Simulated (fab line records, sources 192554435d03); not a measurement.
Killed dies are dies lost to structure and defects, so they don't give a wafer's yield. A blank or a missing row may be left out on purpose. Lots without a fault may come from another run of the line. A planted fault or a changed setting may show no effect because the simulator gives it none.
Chamber matching | flow n5_finfet | N5_BEOL_M4_ETCH_74 on rie_diel-02: 4 sister chambers
The step etches underlayer in N2/H2, target depth 6.5 nm, time 5.2 s. 4 wafers are shown with their chamber, then 10 later ones without.

WAFERS WITH THEIR CHAMBER
wafer  | chamber | drypump_motor_current_A (A)
L089.3 | 0       | 6.3
L089.5 | 2       | 5.2
L090.1 | 3       | 5.7
L090.2 | 1       | 5.5

WAFERS WITHOUT THEIR CHAMBER
wafer  | drypump_motor_current_A (A)
L090.4 | 6.3
L092.3 | 5.5
L092.4 | 6.3
L092.5 | 5.2
L096.3 | 5.5
L096.5 | 6.3
L096.6 | 5.7
L097.1 | 5.7
L097.3 | 6.4
L097.5 | 5.7

WHICH CHAMBER EACH WENT THROUGH
wafer  | from the rows above | in truth
L090.4 | 0                   | 0
L092.3 | 1                   | 1
L092.4 | 0                   | 0
L092.5 | 2                   | 2
L096.3 | 1                   | 1
L096.5 | 0                   | 0
L096.6 | 3                   | 3
L097.1 | 3                   | 3
L097.3 | 0                   | 0
L097.5 | 3                   | 3
Placed correctly: 10 of 10. Can't be placed from these rows: 0. Placed wrongly: 0.
How it was worked out, from the rows above alone: a wafer's distance from a chamber is the root of the sum, over the readings, of the square of ((its reading less the chamber's mean) divided by the reading's scatter). The wafer belongs to the nearest chamber; if the next one is less than 2 further off, it can't be placed. A chamber's mean is the mean of its shown wafers. The scatter: with one shown wafer a chamber, the root of the mean of the squares of how far each hidden wafer lies from its nearest shown one.
